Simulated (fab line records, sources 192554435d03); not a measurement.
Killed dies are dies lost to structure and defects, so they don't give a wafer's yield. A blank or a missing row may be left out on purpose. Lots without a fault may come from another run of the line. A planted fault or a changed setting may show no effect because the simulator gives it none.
Chamber matching | flow n5_finfet | N5_HKMG_FIN_ALD_36 on ald_metal-03: 4 sister chambers
The step deposits TiN, target thk 1 nm, pulse time 1 s, purge time 3 s. 22 wafers are shown with their chamber, then 11 later ones without.

WAFERS WITH THEIR CHAMBER
wafer  | chamber | heater_power_w (W) | precursor_pulse_height_rel
L076.3 | 1       | 851                | 1.001
L076.4 | 2       | 1051               | 1.015
L076.5 | 0       | 763                | 1.003
L077.1 | 2       | 1043               | 0.988
L077.2 | 3       | 655                | 0.995
L077.3 | 1       | 849                | 0.989
L077.4 | 0       | 734                | 1.025
L077.5 | 1       | 840                | 0.988
L077.6 | 0       | 753                | 0.992
L082.3 | 2       | 1058               | 0.996
L082.5 | 2       | 1065               | 0.968
L082.6 | 3       | 660                | 0.999
L083.1 | 1       | 859                | 1.022
L083.3 | 0       | 776                | 0.990
L083.5 | 3       | 654                | 1.004
L087.1 | 0       | 757                | 0.986
L087.2 | 3       | 677                | 1.026
L087.5 | 0       | 744                | 1.013
L088.1 | 0       | 754                | 1.009
L088.3 | 3       | 657                | 0.997
L088.6 | 3       | 653                | 0.985
L093.1 | 3       | 638                | 0.973

SIGNATURES (means of the wafers above)
reading                    | chamber 0 | chamber 1 | chamber 2 | chamber 3 | scatter within a chamber
heater_power_w             | 754.43    | 849.75    | 1054.25   | 656.29    | 11.3
precursor_pulse_height_rel | 1.00257   | 1.00000   | 0.99175   | 0.99700   | 0.0162
Rule: a wafer's distance from a chamber is the root of the sum, over the readings, of the square of ((its reading less the chamber's mean) divided by the reading's scatter). The wafer belongs to the nearest chamber; if the next one is less than 2 further off, it can't be placed. The scatter: the root of (the sum of the squares of (reading less its chamber's mean) over the shown wafers, divided by (wafers less chambers)).

WAFERS WITHOUT THEIR CHAMBER
wafer  | heater_power_w (W) | precursor_pulse_height_rel
L093.2 | 751                | 0.997
L093.6 | 1062               | 1.036
L094.1 | 738                | 1.030
L094.2 | 1069               | 1.007
L094.3 | 867                | 1.002
L094.4 | 646                | 1.038
L094.5 | 1059               | 0.990
L094.6 | 855                | 0.984
L095.2 | 729                | 0.983
L095.3 | 657                | 0.981
L095.6 | 770                | 0.988

WHICH CHAMBER EACH WENT THROUGH
wafer  | from the rows above | in truth
L093.2 | 0                   | 0
L093.6 | 2                   | 2
L094.1 | 0                   | 0
L094.2 | 2                   | 2
L094.3 | 1                   | 1
L094.4 | 3                   | 3
L094.5 | 2                   | 2
L094.6 | 1                   | 1
L095.2 | 0                   | 0
L095.3 | 3                   | 3
L095.6 | 0                   | 0
Placed correctly: 11 of 11. Can't be placed from these rows: 0. Placed wrongly: 0.
